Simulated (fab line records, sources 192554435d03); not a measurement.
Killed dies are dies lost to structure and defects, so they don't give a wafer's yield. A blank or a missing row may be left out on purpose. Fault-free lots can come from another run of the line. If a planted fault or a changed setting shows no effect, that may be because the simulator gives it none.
The tool behind it: which one? / flow n5 finfet / 9 lots, 27 wafers sampled, at 5 steps of a route of 1938

== WHAT EACH GAUGE READ, for each wafer ==
N5_BEOL_M4_RC_MEAS_101. Usual: DIBL_N 36.0 mV/V, standard deviation 2.2; DIBL_P 35.9 mV/V, standard deviation 2.6; IOFF_N 0.16 nA/um, standard deviation 0.038; IOFF_P 0.21 nA/um, standard deviation 0.042; ION_N 675 uA/um, standard deviation 15; ION_P 463 uA/um, standard deviation 10; SS_N 71.5 mV/dec, standard deviation 0.62; SS_P 73.2 mV/dec, standard deviation 0.76; VT_N 250 mV, standard deviation 4.1; VT_P -251 mV, standard deviation 3.6.
lot=L633; measured=day 7 20:41; on=prober-01; DIBL_N (mV/V)=35.0 32.8 33.8; DIBL_P (mV/V)=34.6 32.3 32.1; IOFF_N (nA/um)=0.13 0.11 0.12; IOFF_P (nA/um)=0.20 0.17 0.16; ION_N (uA/um)=672 658 665; ION_P (uA/um)=464 457 461; SS_N (mV/dec)=71.2 70.6 71.6; SS_P (mV/dec)=72.7 72.4 72.1; VT_N (mV)=250 256 254; VT_P (mV)=-250 -251 -251; flag=
lot=L638; measured=day 9 03:22; on=prober-01; DIBL_N (mV/V)=38.7 36.1 33.1; DIBL_P (mV/V)=39.3 35.5 32.3; IOFF_N (nA/um)=0.21 0.16 0.12; IOFF_P (nA/um)=0.26 0.19 0.16; ION_N (uA/um)=690 675 662; ION_P (uA/um)=471 459 452; SS_N (mV/dec)=72.2 72.4 71.2; SS_P (mV/dec)=74.5 73.7 72.1; VT_N (mV)=245 249 252; VT_P (mV)=-249 -251 -253; flag=
lot=L639; measured=day 9 19:13; on=prober-01; DIBL_N (mV/V)=43.9 41.1 37.2; DIBL_P (mV/V)=43.5 40.2 35.3; IOFF_N (nA/um)=0.29 0.22 0.14; IOFF_P (nA/um)=0.34 0.26 0.19; ION_N (uA/um)=693 687 684; ION_P (uA/um)=471 469 467; SS_N (mV/dec)=72.5 72.6 71.3; SS_P (mV/dec)=75.3 74.2 73.0; VT_N (mV)=245 243 252; VT_P (mV)=-245 -247 -255; flag=
lot=L641; measured=day 10 03:46; on=prober-01; DIBL_N (mV/V)=35.3 37.6 39.0; DIBL_P (mV/V)=34.6 36.8 39.5; IOFF_N (nA/um)=0.13 0.16 0.21; IOFF_P (nA/um)=0.17 0.20 0.24; ION_N (uA/um)=673 662 684; ION_P (uA/um)=464 450 464; SS_N (mV/dec)=70.8 71.5 72.3; SS_P (mV/dec)=72.6 74.0 74.1; VT_N (mV)=251 252 246; VT_P (mV)=-255 -254 -252; flag=
lot=L642; measured=day 9 23:51; on=prober-02; DIBL_N (mV/V)=37.8 35.3 35.8; DIBL_P (mV/V)=37.3 34.2 33.6; IOFF_N (nA/um)=0.16 0.12 0.13; IOFF_P (nA/um)=0.19 0.16 0.15; ION_N (uA/um)=675 644 653; ION_P (uA/um)=459 445 446; SS_N (mV/dec)=71.2 70.9 71.9; SS_P (mV/dec)=73.3 73.4 72.5; VT_N (mV)=252 259 256; VT_P (mV)=-254 -256 -259; flag=
lot=L644; measured=day 10 14:30; on=prober-01; DIBL_N (mV/V)=38.5 32.9 37.7; DIBL_P (mV/V)=36.9 30.5 36.0; IOFF_N (nA/um)=0.16 0.09 0.16; IOFF_P (nA/um)=0.26 0.17 0.25; ION_N (uA/um)=684 639 674; ION_P (uA/um)=475 447 474; SS_N (mV/dec)=71.2 70.3 71.4; SS_P (mV/dec)=73.7 72.9 73.6; VT_N (mV)=248 257 248; VT_P (mV)=-247 -250 -245; flag=
lot=L646; measured=day 11 13:40; on=prober-02; DIBL_N (mV/V)=35.7 32.8 36.7; DIBL_P (mV/V)=35.0 31.4 34.6; IOFF_N (nA/um)=0.15 0.11 0.16; IOFF_P (nA/um)=0.19 0.15 0.19; ION_N (uA/um)=671 669 669; ION_P (uA/um)=464 458 456; SS_N (mV/dec)=70.9 70.7 71.8; SS_P (mV/dec)=72.2 72.1 72.8; VT_N (mV)=248 253 249; VT_P (mV)=-250 -254 -250; flag=
lot=L648; measured=day 12 00:31; on=prober-01; DIBL_N (mV/V)=35.9 34.5 33.3; DIBL_P (mV/V)=34.9 34.9 32.4; IOFF_N (nA/um)=0.14 0.14 0.10; IOFF_P (nA/um)=0.17 0.17 0.15; ION_N (uA/um)=669 656 632; ION_P (uA/um)=458 451 438; SS_N (mV/dec)=71.9 71.3 71.4; SS_P (mV/dec)=73.3 74.0 73.3; VT_N (mV)=253 248 254; VT_P (mV)=-257 -256 -259; flag=
lot=L656; measured=day 13 18:21; on=prober-02; DIBL_N (mV/V)=36.0 35.7 35.6; DIBL_P (mV/V)=37.0 36.7 37.8; IOFF_N (nA/um)=0.18 0.18 0.19; IOFF_P (nA/um)=0.25 0.25 0.28; ION_N (uA/um)=684 693 700; ION_P (uA/um)=464 475 491; SS_N (mV/dec)=71.0 71.2 71.5; SS_P (mV/dec)=73.4 73.6 74.2; VT_N (mV)=245 244 245; VT_P (mV)=-248 -245 -245; flag=

== TOOL THAT RAN EACH LOT (tool first, then ch and the chambers of the sampled wafers, then the start) ==
lot=L633; N5_MOL_CONTACT_COAG_DESCUM_13=rie diel-06 ch 1,2,3, day 4 20:31; N5_MOL_CONTACT_COAG_IMPLANT_129=implanter-01 ch 0, day 4 20:59; N5_MOL_CONTACT_COAG_TI_SIL_19=pvd sputter-03, day 4 21:41; N5_MOL_CONTACT_COAG_ANNEAL_113=rtp anneal-02 ch 0, day 4 23:22
lot=L638; N5_MOL_CONTACT_COAG_DESCUM_13=rie diel-01 ch 0,2,3, day 6 02:00; N5_MOL_CONTACT_COAG_IMPLANT_129=implanter-01 ch 0, day 6 02:28; N5_MOL_CONTACT_COAG_TI_SIL_19=pvd sputter-03, day 6 03:20; N5_MOL_CONTACT_COAG_ANNEAL_113=rtp anneal-01 ch 0, day 6 06:27
lot=L639; N5_MOL_CONTACT_COAG_DESCUM_13=rie diel-01 ch 1,2,3, day 6 10:13; N5_MOL_CONTACT_COAG_IMPLANT_129=implanter-01 ch 0, day 6 10:44; N5_MOL_CONTACT_COAG_TI_SIL_19=pvd sputter-03, day 6 11:59; N5_MOL_CONTACT_COAG_ANNEAL_113=rtp anneal-02 ch 0, day 6 14:20
lot=L641; N5_MOL_CONTACT_COAG_DESCUM_13=rie diel-04 ch 0,3, day 6 21:31; N5_MOL_CONTACT_COAG_IMPLANT_129=implanter-01 ch 0, day 6 21:57; N5_MOL_CONTACT_COAG_TI_SIL_19=pvd sputter-02, day 6 22:40; N5_MOL_CONTACT_COAG_ANNEAL_113=rtp anneal-02 ch 0, day 7 00:44
lot=L642; N5_MOL_CONTACT_COAG_DESCUM_13=rie diel-06 ch 1,2, day 6 22:47; N5_MOL_CONTACT_COAG_IMPLANT_129=implanter-02 ch 0, day 6 23:13; N5_MOL_CONTACT_COAG_TI_SIL_19=pvd sputter-03, day 6 23:40; N5_MOL_CONTACT_COAG_ANNEAL_113=rtp anneal-02 ch 0, day 7 01:43
lot=L644; N5_MOL_CONTACT_COAG_DESCUM_13=rie diel-04 ch 2,3, day 7 11:25; N5_MOL_CONTACT_COAG_IMPLANT_129=implanter-02 ch 0, day 7 11:51; N5_MOL_CONTACT_COAG_TI_SIL_19=pvd sputter-02, day 7 14:03; N5_MOL_CONTACT_COAG_ANNEAL_113=rtp anneal-02 ch 0, day 7 16:16
lot=L646; N5_MOL_CONTACT_COAG_DESCUM_13=rie diel-06 ch 1,3, day 7 22:12; N5_MOL_CONTACT_COAG_IMPLANT_129=implanter-01 ch 0, day 7 22:38; N5_MOL_CONTACT_COAG_TI_SIL_19=pvd sputter-02, day 7 23:35; N5_MOL_CONTACT_COAG_ANNEAL_113=rtp anneal-01 ch 0, day 8 01:22
lot=L648; N5_MOL_CONTACT_COAG_DESCUM_13=rie diel-06 ch 1,2,3, day 8 08:23; N5_MOL_CONTACT_COAG_IMPLANT_129=implanter-01 ch 0, day 8 08:51; N5_MOL_CONTACT_COAG_TI_SIL_19=pvd sputter-03, day 8 10:41; N5_MOL_CONTACT_COAG_ANNEAL_113=rtp anneal-01 ch 0, day 8 12:40
lot=L656; N5_MOL_CONTACT_COAG_DESCUM_13=rie diel-04 ch 1,2,3, day 10 11:33; N5_MOL_CONTACT_COAG_IMPLANT_129=implanter-02 ch 0, day 10 11:59; N5_MOL_CONTACT_COAG_TI_SIL_19=pvd sputter-01, day 10 13:43; N5_MOL_CONTACT_COAG_ANNEAL_113=rtp anneal-01 ch 0, day 10 16:27
- N5_MOL_CONTACT_COAG_DESCUM_13: chemistry O2, time 7 s.
- N5_MOL_CONTACT_COAG_IMPLANT_129
- N5_MOL_CONTACT_COAG_TI_SIL_19: material Ti, target thk 4.2 nm, time 15 s.
- N5_MOL_CONTACT_COAG_ANNEAL_113: time 300 s.

== AS READ BY THE TOOLS THEMSELVES (means over the sampled wafers that have a number; for cases with no such wafer, the mark the record gives instead) ==
N5_MOL_CONTACT_COAG_DESCUM_13. Usual: drypump motor current A 5.7 A, standard deviation 0.33; oes product au 0.79 a.u., standard deviation 0.079; rf fwd power W 49.41 W, standard deviation 0.2; rf vpp V 243.3 V, standard deviation 1.2; showerhead plenum p Torr 2.10 Torr, standard deviation 0.054; throttle valve pct 20.32 %, standard deviation 0.28.
lot=L633; tool=rie diel-06; drypump motor current A (A)=5.9; oes product au (a.u.)=0.81; rf fwd power W (W)=49.50; rf vpp V (V)=243.3; showerhead plenum p Torr (Torr)=2.12; throttle valve pct (%)=20.37; flag=
lot=L638; tool=rie diel-01; drypump motor current A (A)=5.5; oes product au (a.u.)=0.82; rf fwd power W (W)=49.37; rf vpp V (V)=242.8; showerhead plenum p Torr (Torr)=2.09; throttle valve pct (%)=20.57; flag=
lot=L639; tool=rie diel-01; drypump motor current A (A)=5.6; oes product au (a.u.)=0.78; rf fwd power W (W)=49.41; rf vpp V (V)=243.1; showerhead plenum p Torr (Torr)=2.10; throttle valve pct (%)=20.73; flag=
lot=L641; tool=rie diel-04; drypump motor current A (A)=6.2; oes product au (a.u.)=0.88; rf fwd power W (W)=49.39; rf vpp V (V)=243.8; showerhead plenum p Torr (Torr)=2.11; throttle valve pct (%)=20.21; flag=
lot=L642; tool=rie diel-06; drypump motor current A (A)=5.8; oes product au (a.u.)=0.73; rf fwd power W (W)=49.52; rf vpp V (V)=242.9; showerhead plenum p Torr (Torr)=2.12; throttle valve pct (%)=20.48; flag=
lot=L644; tool=rie diel-04; drypump motor current A (A)=5.7; oes product au (a.u.)=0.74; rf fwd power W (W)=49.36; rf vpp V (V)=244.0; showerhead plenum p Torr (Torr)=2.10; throttle valve pct (%)=20.04; flag=
lot=L646; tool=rie diel-06; drypump motor current A (A)=6.0; oes product au (a.u.)=0.77; rf fwd power W (W)=49.71; rf vpp V (V)=243.4; showerhead plenum p Torr (Torr)=2.11; throttle valve pct (%)=20.31; flag=
lot=L648; tool=rie diel-06; drypump motor current A (A)=5.9; oes product au (a.u.)=0.78; rf fwd power W (W)=49.41; rf vpp V (V)=243.5; showerhead plenum p Torr (Torr)=2.11; throttle valve pct (%)=20.41; flag=
lot=L656; tool=rie diel-04; drypump motor current A (A)=5.7; oes product au (a.u.)=0.72; rf fwd power W (W)=49.56; rf vpp V (V)=242.8; showerhead plenum p Torr (Torr)=2.08; throttle valve pct (%)=20.21; flag=

N5_MOL_CONTACT_COAG_IMPLANT_129. Usual: beam on s 38 s, standard deviation 3.3; dose ions cm2 6e+14, standard deviation 7e+11; end station pressure torr 5.9e-06 Torr, standard deviation 3.2e-07.
lot=L633; tool=implanter-01; beam on s (s)=35; dose ions cm2=6e+14; end station pressure torr (Torr)=6.1e-06; flag=
lot=L638; tool=implanter-01; beam on s (s)=36; dose ions cm2=6e+14; end station pressure torr (Torr)=5.7e-06; flag=
lot=L639; tool=implanter-01; beam on s (s)=35; dose ions cm2=6e+14; end station pressure torr (Torr)=6.2e-06; flag=
lot=L641; tool=implanter-01; beam on s (s)=36; dose ions cm2=6e+14; end station pressure torr (Torr)=5.9e-06; flag=
lot=L642; tool=implanter-02; beam on s (s)=43; dose ions cm2=6e+14; end station pressure torr (Torr)=5.7e-06; flag=
lot=L644; tool=implanter-02; beam on s (s)=43; dose ions cm2=6e+14; end station pressure torr (Torr)=5.7e-06; flag=
lot=L646; tool=implanter-01; beam on s (s)=16; dose ions cm2=3e+14; end station pressure torr (Torr)=6.4e-06; flag=OFF
lot=L648; tool=implanter-01; beam on s (s)=16; dose ions cm2=3e+14; end station pressure torr (Torr)=6.7e-06; flag=OFF
lot=L656; tool=implanter-02; beam on s (s)=43; dose ions cm2=6e+14; end station pressure torr (Torr)=6.1e-06; flag=

N5_MOL_CONTACT_COAG_TI_SIL_19. Usual: substrate temp c 200.01 C, standard deviation 0.16; susceptor temp C 200.00 C, standard deviation 0.16; throttle valve pct 29.8 %, standard deviation 1.3.
lot=L633; tool=pvd sputter-03; substrate temp c (C)=200.03; susceptor temp C (C)=200.07; throttle valve pct (%)=29.5; flag=
lot=L638; tool=pvd sputter-03; substrate temp c (C)=199.96; susceptor temp C (C)=199.98; throttle valve pct (%)=30.1; flag=
lot=L639; tool=pvd sputter-03; substrate temp c (C)=200.24; susceptor temp C (C)=200.00; throttle valve pct (%)=29.5; flag=
lot=L641; tool=pvd sputter-02; substrate temp c (C)=199.89; susceptor temp C (C)=200.02; throttle valve pct (%)=30.8; flag=
lot=L642; tool=pvd sputter-03; substrate temp c (C)=200.10; susceptor temp C (C)=199.80; throttle valve pct (%)=30.0; flag=
lot=L644; tool=pvd sputter-02; substrate temp c (C)=199.89; susceptor temp C (C)=200.05; throttle valve pct (%)=31.9; flag=
lot=L646; tool=pvd sputter-02; substrate temp c (C)=200.00; susceptor temp C (C)=199.84; throttle valve pct (%)=30.7; flag=
lot=L648; tool=pvd sputter-03; substrate temp c (C)=200.11; susceptor temp C (C)=199.92; throttle valve pct (%)=29.4; flag=
lot=L656; tool=pvd sputter-01; substrate temp c (C)=200.02; susceptor temp C (C)=200.10; throttle valve pct (%)=30.5; flag=

N5_MOL_CONTACT_COAG_ANNEAL_113. Usual: lamp power pct 2.73 %, standard deviation 0.06; lamp_zone_3_pct 2.73 %, standard deviation 0.06; wafer_temp_C_max 401.4, standard deviation 0.38.
lot=L633; tool=rtp anneal-02; lamp power pct (%)=2.67; lamp_zone_3_pct (%)=2.67; wafer_temp_C_max=401.2; flag=
lot=L638; tool=rtp anneal-01; lamp power pct (%)=2.79; lamp_zone_3_pct (%)=2.79; wafer_temp_C_max=401.5; flag=
lot=L639; tool=rtp anneal-02; lamp power pct (%)=2.67; lamp_zone_3_pct (%)=2.67; wafer_temp_C_max=401.5; flag=
lot=L641; tool=rtp anneal-02; lamp power pct (%)=2.67; lamp_zone_3_pct (%)=2.67; wafer_temp_C_max=401.1; flag=
lot=L642; tool=rtp anneal-02; lamp power pct (%)=2.67; lamp_zone_3_pct (%)=2.67; wafer_temp_C_max=401.3; flag=
lot=L644; tool=rtp anneal-02; lamp power pct (%)=2.67; lamp_zone_3_pct (%)=2.67; wafer_temp_C_max=401.2; flag=
lot=L646; tool=rtp anneal-01; lamp power pct (%)=2.79; lamp_zone_3_pct (%)=2.79; wafer_temp_C_max=401.8; flag=
lot=L648; tool=rtp anneal-01; lamp power pct (%)=2.79; lamp_zone_3_pct (%)=2.79; wafer_temp_C_max=401.6; flag=
lot=L656; tool=rtp anneal-01; lamp power pct (%)=2.79; lamp_zone_3_pct (%)=2.79; wafer_temp_C_max=401.5; flag=

== THE ANSWER, worked out from the rows above alone ==
Rule: a lot is off if the mean of its wafers that have a number lies more than 3 standard deviations from the usual mean. A lot without any number at a reading at which 4 lots or more have one is off too. All remaining lots with rows at the step are treated as sound. Order of review: gauges by route order, followed by the tools' own readings, for which a lot's mean as printed above is used. At the first step where some lot is off, the reading lying furthest off is the one used; lots without a number count as furthest.
Off, at N5_MOL_CONTACT_COAG_IMPLANT_129 on dose ions cm2: L646, L648.
If a tool, at that step or one of the process steps before it, ran each lot that is off and ran no sound lot following the first of them, it fits. This does not decide it: 2 tools fit, namely rie diel-06 at N5_MOL_CONTACT_COAG_DESCUM_13 and implanter-01 at N5_MOL_CONTACT_COAG_IMPLANT_129.

== WHAT THE SIMULATOR PUT IN ==
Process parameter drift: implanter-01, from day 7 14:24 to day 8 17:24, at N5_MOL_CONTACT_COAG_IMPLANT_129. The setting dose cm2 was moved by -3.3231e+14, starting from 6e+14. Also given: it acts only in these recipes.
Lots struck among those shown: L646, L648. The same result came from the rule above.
